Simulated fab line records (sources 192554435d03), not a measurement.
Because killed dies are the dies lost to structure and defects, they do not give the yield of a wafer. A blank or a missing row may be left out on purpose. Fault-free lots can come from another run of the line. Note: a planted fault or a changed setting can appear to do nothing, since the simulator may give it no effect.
Chamber matching ; flow n5Finfet ; 3 sister chambers for N5_BEOL_M5_CURE_80 on uvCure-02
The step cures SiCOH lowk, time 120 s. 20 wafers are shown with their chamber, then 10 later ones without.

== WAFERS PAIRED WITH THEIR CHAMBERS ==
wafer;chamber;wafer_temp_C_max;lampPowerPct (%)
L079.1;1;372.3;52.32
L079.3;1;371.6;52.28
L079.4;1;372.0;52.26
L078.1;0;371.2;52.24
L078.5;0;371.4;52.37
L078.6;0;371.6;52.30
L078.2;0;372.5;52.41
L078.3;0;372.1;52.26
L078.4;0;371.4;52.26
L082.3;2;371.5;52.38
L082.4;2;370.9;52.31
L082.6;2;371.4;52.27
L085.2;0;371.8;52.29
L085.3;0;371.6;52.30
L085.4;0;371.4;52.41
L086.1;2;371.7;52.43
L086.3;2;371.7;52.35
L086.4;2;371.2;52.24
L093.1;0;371.9;52.26
L093.2;0;372.6;52.27

SIGNATURES, as means of the wafers listed above
reading;chamber 0;chamber 1;chamber 2;scatter within a chamber
wafer_temp_C_max;371.773;371.967;371.400;0.411
lampPowerPct;52.3064;52.2867;52.3300;0.0618
Rule: a wafer lies at a distance from a chamber equal to the root of the sum of squares, over the readings, of (its reading less the chamber's mean, divided by the reading's scatter). The wafer belongs to the nearest chamber; if the next one is less than 2 further off, it can't be placed. The scatter is the square root of a quotient: the sum, over the shown wafers, of each reading's squared deviation from its chamber's mean, divided by wafers minus chambers.

== WAFERS WITH NO CHAMBER GIVEN ==
wafer;wafer_temp_C_max;lampPowerPct (%)
L093.6;371.8;52.33
L093.3;371.9;52.33
L093.4;372.1;52.33
L093.5;371.8;52.31
L095.1;371.1;52.29
L095.3;371.8;52.24
L095.4;371.6;52.45
L097.3;371.9;52.40
L097.4;371.6;52.36
L097.6;372.0;52.36

== WHICH CHAMBER EACH WENT THROUGH ==
wafer;from the rows above;in truth
L093.6;can't be placed: 0 or 1 or 2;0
L093.3;can't be placed: 0 or 1 or 2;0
L093.4;can't be placed: 1 or 0 or 2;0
L093.5;can't be placed: 0 or 1 or 2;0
L095.1;can't be placed: 2 or 0 or 1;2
L095.3;can't be placed: 1 or 0 or 2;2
L095.4;can't be placed: 2 or 0 or 1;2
L097.3;can't be placed: 0 or 2 or 1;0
L097.4;can't be placed: 2 or 0 or 1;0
L097.6;can't be placed: 0 or 1 or 2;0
Correct placement for 0 of the 10. Unplaceable from these rows: 10, with the true chamber sitting among the candidates in 10. Number placed wrongly: 0.
